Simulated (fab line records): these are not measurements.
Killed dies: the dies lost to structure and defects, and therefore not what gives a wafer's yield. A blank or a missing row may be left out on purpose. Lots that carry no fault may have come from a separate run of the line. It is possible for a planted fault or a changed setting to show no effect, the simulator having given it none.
fab line records -- flow n5_finfet
record lots=13, wafers=37, last_day=18
route steps=1938 shown BEOL_M1@831 TV_OPEN@1889 PASSIVATION@1909
lots that met no fault: from a run of the same line without faults
start_h: start of the lot's first displayed wafer, in hours after the record's first day -- wait_h: how many hours have passed since the lot's step before this one -- " unchanged from the row above -- L1.1+2: several wafers, shown together as one row -- - no value, or no start was given -- * or withheld: withheld -- < > ~ a bound
route shown NAME@n: a module of which the file shows steps, and the number in the route of the first -- usual: mean/standard deviation taken from wafers without a fault -- same: alike in all rows -- chamber/n: place in a boat -- sites: each site's reading -- _std_site: the values' standard deviation -- _edge_site: the outer-site mean with the inner-site mean subtracted -- radius_mm: how far each site lies from the wafer's centre -- mask NAME#n: copy n -- behind: the tool/chamber that last shaped the wafer -- hold: what put the lot on hold/how long, in hours/how the hold closed -- device: transistor that didn't switch, given as n, p or np -- end of line: at the end of the route, the tests of the same wafers -- a step with no rows: only its recipe -- killed: dies lost to structure and defects at the first sort, not the wafer's yield -- map: shows each die of a wafer: x if killed, . if not, _ if none is there
set.NAME: the setting as run; set.NAME@STEP: as run at that earlier step -- model.NAME: the simulator's own value behind a step, which no gauge read
the route's steps for a sample of lots (tables are steps, rows are wafers)
services: from which hour (start_h, from the record's first day; less than 0 if before it) a tool's chamber was out of use, for how many hours, and why
## steps
# step N5_BEOL_M1_ECD_50
# recipe material=Cu, target_thk_a=3000
lot.wafer,tool,chamber,start_h,wait_h
L429.1+4+6,ecd_cu-01,"0,0,1",122.91,0.1
L430.2+3+5,ecd_cu-02,1,138.28,0.1
L431.1+2+4,ecd_cu-01,"1,0,1",143.95,0.1
L433.1+5+6,ecd_cu-02,"1,1,0",163.44,0.1
L435.3+6,ecd_cu-01,"0,1",165.22,0.1
L436.2+4+5,ecd_cu-01,"0,0,1",174.05,0.1
L437.1+2+4,ecd_cu-01,"0,1,1",186.51,0.1
L438.3+5,ecd_cu-01,1,187.15,0.1
L439.4+5+6,ecd_cu-02,"1,1,0",194.20,0.1
L441.2+5+6,ecd_cu-01,"1,1,0",203.88,0.1
L444.1+5+6,ecd_cu-02,"0,1,0",228.85,0.1
L446.2+3+6,ecd_cu-01,"1,0,1",231.54,0.1
L450.1+4+5,ecd_cu-01,"0,1,0",259.51,0.1
# step N5_PASSIVATION_STRIP_14
# recipe chemistry=O2, power_w=600, temp_c=60, pressure_mtorr=30, rf_frequency_hz=6e+07, bias_power_w=0, overash_fraction=0.5, o2_flow_sccm=225
# usual drypump_motor_current_A=5.79/0.23, oes_product_au=0.79/0.092, rf_vpp_V=3.6/0.79, showerhead_plenum_p_Torr=2.09/0.049, throttle_valve_pct=16.70/0.28
lot.wafer,tool,chamber,start_h,wait_h,drypump_motor_current_A,oes_product_au,rf_hours_counter_h,rf_vpp_V,showerhead_plenum_p_Torr,throttle_valve_pct
L429.1,rie_diel-01,0,276.33,0.1,5.69,0.85,74,3.6,2.09,16.26
L429.4,rie_diel-01,1,276.33,0.1,6.24,0.71,212,2.3,2.18,17.26
L429.6,rie_diel-01,2,276.33,0.1,5.62,0.87,-,4.0,2.06,16.71
L430.2,rie_diel-01,3,290.07,0.1,5.55,0.69,227,3.1,2.08,16.65
L430.3,rie_diel-01,0,290.07,0.1,5.65,0.84,79,3.6,2.09,16.27
L430.5,rie_diel-01,2,290.07,0.1,5.62,0.86,-,3.1,2.06,16.70
L431.1,rie_diel-01,1,323.68,0.1,6.26,0.72,223,3.3,2.18,17.30
L431.2,rie_diel-01,0,323.68,0.1,5.70,0.85,88,3.3,2.09,16.29
L431.4,rie_diel-01,2,323.68,0.1,5.61,0.86,68,3.9,2.06,16.71
L433.1,rie_diel-01,3,332.36,0.1,5.54,0.69,239,3.5,2.08,16.66
L433.5,rie_diel-01,0,332.36,0.1,5.66,0.85,-,4.8,2.09,16.31
L433.6,rie_diel-01,3,332.36,0.1,5.56,0.67,-,4.4,2.08,16.68
L437.1,rie_diel-02,2,349.05,0.1,5.45,0.68,240,3.9,2.15,16.92
L437.2,rie_diel-02,0,349.05,0.1,5.84,0.68,222,5.1,2.00,16.92
L437.4,rie_diel-02,3,349.05,0.1,5.78,0.89,22,3.9,2.13,16.52
L436.2,rie_diel-02,3,356.77,0.1,5.79,0.91,25,4.5,2.13,16.54
L436.4,rie_diel-02,2,356.77,0.1,5.45,0.69,242,3.3,2.14,16.95
L436.5,rie_diel-02,3,356.77,0.1,5.82,0.90,-,3.6,2.13,16.55
L439.4,rie_diel-01,0,357.06,0.1,5.65,0.84,98,2.5,2.09,16.32
L439.5,rie_diel-01,1,357.06,0.1,6.23,0.69,-,3.4,2.17,17.35
L439.6,rie_diel-01,2,357.06,0.1,5.63,0.85,-,4.1,2.05,16.70
L435.3,rie_diel-06,0,369.03,0.1,5.87,0.81,79,4.3,2.05,16.63
L435.6,rie_diel-06,2,369.03,0.1,5.96,0.69,-,3.8,2.06,16.70
L438.3,rie_diel-02,1,370.03,0.1,6.33,0.70,219,3.0,2.15,16.70
L438.5,rie_diel-02,1,370.03,0.1,6.34,0.70,-,2.7,2.15,16.69
L446.2,rie_diel-01,1,384.74,0.1,6.24,0.69,242,2.4,2.17,17.33
L446.3,rie_diel-01,2,384.74,0.1,5.64,0.84,86,2.7,2.05,16.76
L446.6,rie_diel-01,0,384.74,0.1,5.66,0.82,-,3.1,2.08,16.31
L441.2,rie_diel-01,2,385.23,0.1,5.59,0.83,86,3.6,2.05,16.75
L441.5,rie_diel-01,2,385.23,0.1,5.61,0.82,-,3.3,2.05,16.76
L441.6,rie_diel-01,0,385.23,0.1,5.64,0.81,-,1.9,2.08,16.31
L444.1,rie_diel-06,2,389.43,0.1,6.03,0.67,233,2.6,2.05,16.75
L444.5,rie_diel-06,2,389.43,0.1,6.02,0.68,-,3.5,2.05,16.70
L444.6,rie_diel-06,1,389.43,0.1,5.74,0.92,-,3.2,2.16,16.72
L450.1,rie_diel-01,2,426.40,0.1,5.62,0.83,99,5.4,2.04,16.77
L450.4,rie_diel-01,2,426.40,0.1,5.61,0.83,-,3.5,2.04,16.74
L450.5,rie_diel-01,0,426.40,0.1,5.67,0.82,-,4.9,2.08,16.39
# step N5_PASSIVATION_AL_ETCH_33
# recipe chemistry=Cl2/BCl3, target_depth_a=28000, over_etch_frac=0.15, Cl2_flow_sccm=180, bcl3_flow_sccm=60, target=Al, stop_on=TaN, time_s=466.7, ion_energy_ev=100, pressure_mtorr=10, icp_w=900, bias_w=100
# usual drypump_motor_current_A=5.9/0.36, oes_product_au=0.70/0.058, throttle_valve_pct=34.34/0.23
# same over_etch_frac=0.15
lot.wafer,tool,chamber,start_h,wait_h,drypump_motor_current_A,oes_product_au,rf_hours_counter_h,throttle_valve_pct
L429.1,rie_metal-02,0,277.55,0.1,6.0,0.70,39,34.08
L429.4,rie_metal-02,0,277.55,0.1,6.0,0.72,-,34.05
L429.6,rie_metal-02,0,277.55,0.1,6.0,0.71,-,34.04
L430.2,rie_metal-01,0,292.14,0.1,5.5,0.71,48,34.68
L430.3,rie_metal-01,0,292.14,0.1,5.5,0.70,-,34.70
L430.5,rie_metal-01,1,292.14,0.1,6.6,0.74,-,34.30
L431.1,rie_metal-01,1,325.86,0.1,6.7,0.73,31,34.33
L431.2,rie_metal-01,0,325.86,0.1,5.5,0.68,51,34.78
L431.4,rie_metal-01,0,325.86,0.1,5.5,0.69,-,34.78
L433.1,rie_metal-03,1,333.87,0.1,5.8,0.75,22,34.13
L433.5,rie_metal-03,1,333.87,0.1,5.8,0.75,-,34.13
L433.6,rie_metal-03,0,333.87,0.1,6.0,0.83,-,34.53
L437.1,rie_metal-01,0,350.85,0.1,5.5,0.69,53,34.73
L437.2,rie_metal-01,1,350.85,0.1,6.7,0.72,34,34.30
L437.4,rie_metal-01,1,350.85,0.1,6.7,0.73,-,34.28
L436.2,rie_metal-02,0,358.07,0.1,6.0,0.69,46,34.05
L436.4,rie_metal-02,1,358.07,0.1,5.6,0.61,-,34.21
L436.5,rie_metal-02,1,358.07,0.1,5.6,0.62,-,34.19
L439.4,rie_metal-03,1,358.78,0.2,5.8,0.74,-,34.17
L439.5,rie_metal-03,0,358.78,0.2,6.0,0.81,-,34.56
L439.6,rie_metal-03,1,358.78,0.2,5.8,0.73,-,34.17
L435.3,rie_metal-02,1,370.82,0.2,5.6,0.61,-,34.20
L435.6,rie_metal-02,1,370.82,0.2,5.6,0.60,-,34.25
L438.3,rie_metal-02,0,371.46,0.2,6.0,0.68,-,34.07
L438.5,rie_metal-02,0,371.46,0.2,6.0,0.68,-,34.08
L446.2,rie_metal-01,0,386.11,0.1,5.5,0.68,57,34.76
L446.3,rie_metal-01,1,386.11,0.1,6.6,0.70,-,34.36
L446.6,rie_metal-01,0,386.11,0.1,5.5,0.68,-,34.77
L441.2,rie_metal-01,1,386.78,0.1,6.6,0.71,37,34.32
L441.5,rie_metal-01,1,386.78,0.1,6.6,0.70,-,34.33
L441.6,rie_metal-01,0,386.78,0.1,5.5,0.68,-,34.76
L444.1,rie_metal-03,0,390.59,0.1,6.0,0.80,13,34.53
L444.5,rie_metal-03,1,390.59,0.1,5.8,0.72,-,34.16
L444.6,rie_metal-03,0,390.59,0.1,6.0,0.80,-,34.54
L450.1,rie_metal-03,0,427.80,0.1,6.0,0.79,16,34.56
L450.4,rie_metal-03,0,427.80,0.1,6.0,0.80,-,34.51
L450.5,rie_metal-03,0,427.80,0.1,6.0,0.80,-,34.51
# step N5_PASSIVATION_PROBE_49
# usual defect_limited_yield=91.0/1.4, killed_at_M0_to_M3=36/10, killed_at_M4_up=15/5, killed_at_contacts=12/6.1, killed_at_front_end=40/13, killed_at_other=3.8/2.9, killed_dies=106/16, killed_on_rim=14/4.1, killed_open=68/12, killed_short=35/8.2, sort_bin_5_function=5.2/0.9, sort_bin_6_memory=3.4/0.71, sort_bin_8_speed=0.0/0.46, sort_n_pass=1073/17, sort_yield_pct=91.0/1.5
# same gross_dies=1180, killed_at_back_side=0, sort_bin_4_leakage[%]=0
lot.wafer,tool,chamber,start_h,wait_h,defect_limited_yield[%],killed_at_M0_to_M3,killed_at_M4_up,killed_at_contacts,killed_at_front_end,killed_at_other,killed_dies,killed_on_rim,killed_open,killed_short,sort_bin_5_function[%],sort_bin_6_memory[%],sort_bin_8_speed[%],sort_n_pass,sort_yield_pct[%]
L429.1,prober-01,-,282.25,0.0,91.1,26,18,24,34,3,105,16,68,34,5.7,3.0,0,1075,91.1
L429.4,prober-01,-,282.40,0.2,90.7,27,17,21,40,5,110,12,78,29,5.1,4.1,0,1070,90.7
L429.6,prober-01,-,282.50,0.3,91.1,28,16,17,38,6,105,11,59,44,5.3,3.3,0,1075,91.1
L430.2,prober-02,-,296.92,0.1,91.3,24,13,18,45,3,103,18,77,23,5.3,3.4,0,1077,91.3
L430.3,prober-02,-,296.97,0.1,88.1,35,10,17,75,3,140,14,91,47,7.1,4.5,0,1040,88.1
L430.5,prober-02,-,297.07,0.2,88.9,37,19,17,58,0,131,15,99,30,6.4,4.1,0,1049,88.9
L433.1,prober-02,-,338.78,0.0,91.4,25,11,12,53,1,102,11,69,30,5.8,2.5,0,1078,91.4
L433.5,prober-02,-,338.98,0.2,93.2,31,9,7,33,0,80,10,53,26,3.4,3.1,0,1100,93.2
L433.6,prober-02,-,339.03,0.3,94.1,11,10,13,35,1,70,11,45,22,2.8,2.7,0,1110,94.1
L438.3,prober-01,-,377.29,0.5,91.5,26,19,18,35,2,100,11,68,30,4.3,3.7,0,1080,91.5
L438.5,prober-01,-,377.39,0.6,91.4,31,14,14,43,0,102,12,70,23,4.1,3.4,0,1078,91.4
L446.2,prober-01,-,391.52,0.1,42.3,635,10,5,28,3,681,81,41,28,37.0,16.0,0,499,42.3
L446.3,prober-01,-,391.57,0.1,92.3,46,17,9,16,3,91,12,66,25,4.9,2.5,0,1089,92.3
L446.6,prober-01,-,391.72,0.3,40.3,655,15,3,31,0,704,90,50,22,36.8,17.3,0,476,40.3
L441.2,prober-02,-,391.68,0.1,90.6,50,24,7,27,3,111,10,74,34,5.4,3.8,0,1069,90.6
L441.5,prober-02,-,391.83,0.2,90.6,67,13,2,27,2,111,19,69,39,5.5,3.7,0,1069,90.6
L441.6,prober-02,-,391.88,0.3,90.8,38,17,13,36,5,109,13,75,27,4.5,4.2,0,1071,90.8
L444.1,prober-02,-,395.74,0.0,92.3,37,18,11,25,0,91,13,67,20,4.7,2.5,0,1089,92.3
L444.5,prober-02,-,395.94,0.2,92.2,53,12,3,23,1,92,11,67,20,5.0,2.5,0,1088,92.2
L444.6,prober-02,-,395.99,0.3,89.8,44,23,19,25,9,120,15,91,29,6.4,3.5,0,1060,89.8
L450.1,prober-01,-,432.70,0.0,91.4,43,12,9,33,5,102,14,61,37,5.7,2.4,0,1078,91.4
L450.4,prober-01,-,432.85,0.2,38.6,639,9,11,61,5,725,90,52,44,39.8,17.3,0,455,38.6
L450.5,prober-01,-,432.90,0.2,87.4,34,19,11,80,5,149,10,94,49,6.5,5.2,0,1031,87.4
# killed by level:class
L429.1 MOL_CONTACT_COAG:geometric_particle:open=18 STI_FIN_REVEAL:geometric_particle:open=8 BEOL_M0_SAQP:geometric_particle:short=8 BEOL_M4:geometric_particle:short=7 MOL_CONTACT_COAG:geometric_particle:short=6 BEOL_M3:geometric_particle:open=6 FIN_SAQP:geometric_particle:open=4 GATE_CUT:geometric_particle:open=4
L429.4 STI_FIN_REVEAL:geometric_particle:open=24 MOL_CONTACT_COAG:geometric_particle:open=14 BEOL_M2:geometric_particle:open=9 BEOL_M1:geometric_particle:open=8 MOL_CONTACT_COAG:geometric_particle:short=7 BEOL_M4:geometric_particle:open=7 BEOL_M5:geometric_particle:open=6 FIN_SAQP:geometric_particle:short=4
L429.6 MOL_CONTACT_COAG:geometric_particle:open=12 BEOL_M0_SAQP:geometric_particle:short=8 BEOL_M0_SAQP:geometric_particle:open=7 FIN_SAQP:geometric_particle:short=6 ILD0:geometric_particle:short=5 GATE_CUT:geometric_particle:short=5 MOL_CONTACT_COAG:geometric_particle:short=5 BEOL_M1:geometric_particle:open=5
L430.2 MOL_CONTACT_COAG:geometric_particle:open=17 STI_FIN_REVEAL:geometric_particle:open=15 FIN_SAQP:geometric_particle:open=9 FIN_SAQP:geometric_particle:short=6 BEOL_M3:geometric_particle:open=6 GATE_CUT:geometric_particle:open=5 BEOL_M2:geometric_particle:open=5 BEOL_M4:geometric_particle:open=5
L430.3 STI_FIN_REVEAL:geometric_particle:open=27 FIN_SAQP:geometric_particle:open=18 MOL_CONTACT_COAG:geometric_particle:open=11 GATE_CUT:geometric_particle:short=10 BEOL_M0_SAQP:geometric_particle:short=8 FIN_SAQP:geometric_particle:short=7 BEOL_M3:geometric_particle:open=6 STI_FIN_REVEAL:geometric_particle:short=5
L430.5 STI_FIN_REVEAL:geometric_particle:open=19 FIN_SAQP:geometric_particle:open=18 MOL_CONTACT_COAG:geometric_particle:open=12 BEOL_M0_SAQP:geometric_particle:open=8 BEOL_M3:geometric_particle:open=8 BEOL_M2:geometric_particle:open=6 BEOL_M0:geometric_particle:open=6 BEOL_M4:geometric_particle:open=6
L433.1 STI_FIN_REVEAL:geometric_particle:open=11 FIN_SAQP:geometric_particle:open=10 DUMMY_GATE:geometric_particle:open=9 MOL_CONTACT_COAG:geometric_particle:open=9 FIN_SAQP:geometric_particle:short=8 BEOL_M2:geometric_particle:open=6 BEOL_M0_SAQP:geometric_particle:short=5 BEOL_M1:geometric_particle:open=5
L433.5 FIN_SAQP:geometric_particle:short=15 BEOL_M2:geometric_particle:open=11 FIN_SAQP:geometric_particle:open=10 BEOL_M3:geometric_particle:open=8 MOL_CONTACT_COAG:geometric_particle:open=6 BEOL_M0_SAQP:geometric_particle:short=5 STARTING-WAFER:geometric_particle:open=3 BEOL_M0_SAQP:geometric_particle:open=3
L433.6 FIN_SAQP:geometric_particle:open=15 FIN_SAQP:geometric_particle:short=9 MOL_CONTACT_COAG:geometric_particle:open=8 MOL_CONTACT_COAG:geometric_particle:short=4 BEOL_M5:geometric_particle:open=4 STARTING-WAFER:geometric_particle:open=3 STI_FIN_REVEAL:geometric_particle:open=2 DUMMY_GATE:geometric_particle:open=2
L438.3 FIN_SAQP:geometric_particle:open=13 MOL_CONTACT_COAG:geometric_particle:open=13 BEOL_M4:geometric_particle:open=7 BEOL_M1:geometric_particle:open=7 BEOL_M0_SAQP:geometric_particle:short=5 MOL_CONTACT_COAG:geometric_particle:short=5 BEOL_M0_SAQP:geometric_particle:open=4 BEOL_M2:geometric_particle:open=4
L438.5 MOL_CONTACT_COAG:geometric_particle:open=11 BEOL_M4:geometric_particle:open=10 BEOL_M2:geometric_particle:open=10 HKMG_FIN:area_etch=8 FIN_SAQP:geometric_particle:open=7 BEOL_M3:geometric_particle:open=6 STI_FIN_REVEAL:geometric_particle:open=5 SPACER0:geometric_particle:short=4
L446.2 BEOL_M1:unspecified=609 FIN_SAQP:geometric_particle:short=8 BEOL_M0_SAQP:geometric_particle:short=8 FIN_SAQP:geometric_particle:open=7 BEOL_M3:geometric_particle:open=6 BEOL_M0_SAQP:geometric_particle:open=5 MOL_CONTACT_COAG:geometric_particle:open=4 BEOL_M1:geometric_particle:short=3
L446.3 BEOL_M3:geometric_particle:open=16 BEOL_M0_SAQP:geometric_particle:open=10 BEOL_M2:geometric_particle:open=8 MOL_CONTACT_COAG:geometric_particle:open=7 BEOL_M0_SAQP:geometric_particle:short=7 FIN_SAQP:geometric_particle:short=5 BEOL_M4:geometric_particle:open=5 FIN_CUT:geometric_particle:open=3
L441.2 BEOL_M1:geometric_particle:open=13 BEOL_M0_SAQP:geometric_particle:open=10 BEOL_M0_SAQP:geometric_particle:short=9 BEOL_M4:geometric_particle:open=6 MOL_CONTACT_COAG:geometric_particle:open=6 BEOL_M2:geometric_particle:open=6 FIN_SAQP:geometric_particle:open=4 STI_FIN_REVEAL:geometric_particle:open=4
L446.6 BEOL_M1:unspecified=630 FIN_SAQP:geometric_particle:short=12 FIN_SAQP:geometric_particle:open=8 STI_FIN_REVEAL:geometric_particle:open=6 BEOL_M3:geometric_particle:open=6 BEOL_M2:geometric_particle:open=5 BEOL_M4:geometric_particle:open=5 BEOL_M0_SAQP:geometric_particle:open=4
L441.5 BEOL_M0_SAQP:geometric_particle:open=15 BEOL_M0_SAQP:geometric_particle:short=14 BEOL_M1:geometric_particle:open=14 STI_FIN_REVEAL:geometric_particle:open=12 BEOL_M1:geometric_particle:short=7 BEOL_M3:geometric_particle:open=5 GATE_CUT:geometric_particle:open=4 BEOL_M2:geometric_particle:open=4
L441.6 STI_FIN_REVEAL:geometric_particle:open=14 BEOL_M0_SAQP:geometric_particle:open=12 MOL_CONTACT_COAG:geometric_particle:open=10 BEOL_M2:geometric_particle:open=8 BEOL_M0_SAQP:geometric_particle:short=6 BEOL_M4:geometric_particle:open=6 HKMG_FIN:area_etch=6 BEOL_M3:geometric_particle:open=5
L444.1 BEOL_M3:geometric_particle:open=12 MOL_CONTACT_COAG:geometric_particle:open=8 BEOL_M1:geometric_particle:open=8 BEOL_M4:geometric_particle:open=7 DUMMY_GATE:geometric_particle:open=5 BEOL_M0_SAQP:geometric_particle:short=5 BEOL_M2:geometric_particle:open=5 FIN_SAQP:geometric_particle:short=4
L444.5 BEOL_M2:geometric_particle:open=19 BEOL_M3:geometric_particle:open=17 BEOL_M1:geometric_particle:open=7 BEOL_M2:geometric_particle:short=5 ILD0:geometric_particle:open=3 MOL_CONTACT_COAG:geometric_particle:open=3 BEOL_M5:geometric_particle:open=3 BEOL_M10:geometric_particle:open=3
L444.6 MOL_CONTACT_COAG:geometric_particle:open=18 BEOL_M4:geometric_particle:open=16 BEOL_M2:geometric_particle:open=14 BEOL_M3:geometric_particle:open=9 BEOL_M1:geometric_particle:open=7 GATE_CUT:geometric_particle:short=5 BEOL_M0_SAQP:geometric_particle:open=5 ILD0:geometric_particle:short=4
L450.1 FIN_SAQP:geometric_particle:short=10 BEOL_M2:geometric_particle:open=10 MOL_CONTACT_COAG:geometric_particle:open=9 BEOL_M0_SAQP:geometric_particle:short=9 BEOL_M3:geometric_particle:open=8 STI_FIN_REVEAL:geometric_particle:open=6 FIN_SAQP:geometric_particle:open=4 BEOL_M1:geometric_particle:open=4
L450.4 BEOL_M1:unspecified=627 FIN_SAQP:geometric_particle:short=17 STI_FIN_REVEAL:geometric_particle:open=12 MOL_CONTACT_COAG:geometric_particle:open=9 FIN_SAQP:geometric_particle:open=7 DUMMY_GATE:geometric_particle:open=6 GATE_CUT:geometric_particle:short=4 BEOL_M4:geometric_particle:open=4
L450.5 STI_FIN_REVEAL:geometric_particle:open=25 FIN_SAQP:geometric_particle:short=17 BEOL_M2:geometric_particle:open=12 FIN_SAQP:geometric_particle:open=10 MOL_CONTACT_COAG:geometric_particle:open=8 STI_FIN_REVEAL:geometric_particle:short=7 BEOL_M0_SAQP:geometric_particle:open=7 BEOL_M0_SAQP:geometric_particle:short=5
## services
tool,chamber,start_h,hours,kind
rie_diel-01,1,108.62,3.8,repair
rie_diel-02,-,137.37,2.8,pm
rie_diel-02,3,140.90,6.3,repair
rie_metal-02,-,142.37,4.3,pm
ecd_cu-01,-,153.04,0.9,repair
rie_metal-02,1,154.91,5.4,repair
rie_metal-01,-,156.65,15.6,pm
rie_diel-02,-,174.85,0.5,repair
rie_diel-01,2,175.04,8.4,repair
ecd_cu-02,-,185.42,0.4,repair
rie_metal-02,-,192.13,0.8,repair
rie_diel-01,2,193.75,29.0,repair
rie_metal-02,-,196.48,1.2,repair
ecd_cu-01,-,269.44,0.8,repair
ecd_cu-02,-,280.55,2.0,repair
rie_diel-01,1,284.52,11.2,repair
ecd_cu-01,-,355.10,0.3,repair
ecd_cu-01,-,364.09,0.6,repair
ecd_cu-01,-,371.03,4.2,repair
rie_metal-02,-,391.03,0.5,repair
ecd_cu-02,-,406.38,3.5,repair
ecd_cu-02,-,413.74,1.9,repair
rie_diel-01,-,413.97,1.2,repair
rie_metal-02,1,422.24,1.7,repair
## key
first_sign step=N5_PASSIVATION_PROBE_49, reading=killed_at_M0_to_M3, direction=up, sigmas=59, usual=36, struck=643
effect step=N5_PASSIVATION_PROBE_49, reading=defect_limited_yield, direction=down, sigmas=36, usual=91.0, struck=40.4
more_kills_born_at N5_BEOL_M1_ECD_50@ecd_cu-01=1866
met_at N5_BEOL_M1_ECD_50
struck_lots L446,L450
struck_wafers L446.2,L446.6,L450.4
not_acting_at N5_PASSIVATION_STRIP_14,N5_PASSIVATION_AL_ETCH_33
onset_between 203.88 231.54
fault kind=chamber_particle_source, tool=ecd_cu-01, chamber=1, onset_h=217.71, steps=N5_BEOL_M1_ECD_50, rate_per_visit_cm2=1.4377, end_h=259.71
